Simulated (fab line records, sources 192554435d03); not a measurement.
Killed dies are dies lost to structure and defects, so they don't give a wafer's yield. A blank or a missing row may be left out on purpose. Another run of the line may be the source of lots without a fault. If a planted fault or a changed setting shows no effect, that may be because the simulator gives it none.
2 desks, one fault :: flow n5 finfet :: what lay behind the numbers comes last; until then each desk has only its own

DESK OF THE TOOL OWNER: ald sin-01
The tool's own readings at N5_BEOL_M3_ALD_98 (deposits SiO2, target thk 2.5 nm, pulse time 1 s, co reactant pulse time 1 s): means of the sampled wafers that have a number, for each lot that ran on this tool. If a lot's mean is further than 4 standard deviations from the usual mean, the lot is out of limits and carries the mark OUT (the distance appears in the brackets).
Columns: A = heater power outer w at N5_BEOL_M3_ALD_98, usual 43 W; B = heater power w at N5_BEOL_M3_ALD_98, usual 80 W; C = precursor pulse height rel at N5_BEOL_M3_ALD_98, usual 0.999
lot: L799
first seen here: day 6 22:13
A: 40
B: 77
C: 0.998

lot: L801
first seen here: day 8 01:19
A: 38
B: 72
C: 0.987

lot: L806
first seen here: day 9 15:09
A: 39
B: 73
C: 0.981

lot: L807
first seen here: day 9 15:55
A: 38
B: 72
C: 1.012

lot: L809
first seen here: day 9 22:10
A: 42
B: 79
C: 0.999
This desk found nothing out of limits on any of the 5 lots.

AT THE METROLOGY DESK
What the gauges read, lot by lot, whatever tool the lot ran on: means of the sampled wafers that have a number. If a lot's mean is further than 4 standard deviations from the usual mean, the lot is out of limits and carries the mark OUT (the distance appears in the brackets). Readings shown: 7 of its 11, picked as those furthest out on some lot.
Columns: A = cd nm at N5_BEOL_M3_CD_MEAS_18, usual 18.05 nm; B = DIBL_N at N5_BEOL_M4_RC_MEAS_101, usual 35.9 mV/V; C = DIBL_P at N5_BEOL_M4_RC_MEAS_101, usual 36.3 mV/V; D = IOFF_P at N5_BEOL_M4_RC_MEAS_101, usual 0.208 nA/um; E = ION_P at N5_BEOL_M4_RC_MEAS_101, usual 462 uA/um; F = SS_P at N5_BEOL_M4_RC_MEAS_101, usual 73.3 mV/dec; G = VT_P at N5_BEOL_M4_RC_MEAS_101, usual -250.5 mV
lot: L799
first seen here: day 6 20:50
A: 18.15
B: 35.5
C: 35.4
D: 0.175
E: 455
F: 73.0
G: -255.8

lot: L801
first seen here: day 8 00:45
A: 18.48
B: 34.0
C: 36.5
D: 0.203
E: 462
F: 73.6
G: -251.1

lot: L802
first seen here: day 8 00:47
A: 18.10
B: 37.0
C: 37.2
D: 0.265
E: 472
F: 73.2
G: -245.5

lot: L806
first seen here: day 9 13:56
A: 18.05
B: 37.8
C: 38.8
D: 0.240
E: 470
F: 74.4
G: -249.3

lot: L807
first seen here: day 9 15:13
A: 18.14
B: 35.6
C: 35.4
D: 0.187
E: 454
F: 73.1
G: -254.6

lot: L809
first seen here: day 9 21:35
A: 18.18
B: 35.4
C: 34.7
D: 0.207
E: 464
F: 73.1
G: -246.3

lot: L818
first seen here: day 12 09:24
A: 17.98
B: 33.9
C: 34.7
D: 0.216
E: 468
F: 73.1
G: -247.3

lot: L819
first seen here: day 12 10:49
A: 18.39
B: 34.5
C: 36.6
D: 0.198
E: 465
F: 73.2
G: -251.8

lot: L822
first seen here: day 12 23:49
A: 17.97
B: 35.4
C: 35.0
D: 0.197
E: 468
F: 72.9
G: -249.6
This desk found nothing out of limits on any of the 9 lots.

PUT TOGETHER
The desk of the tool owner found nothing out of limits.
The metrology desk saw nothing out of limits.

WHAT HAD BEEN PUT IN BY THE SIMULATOR
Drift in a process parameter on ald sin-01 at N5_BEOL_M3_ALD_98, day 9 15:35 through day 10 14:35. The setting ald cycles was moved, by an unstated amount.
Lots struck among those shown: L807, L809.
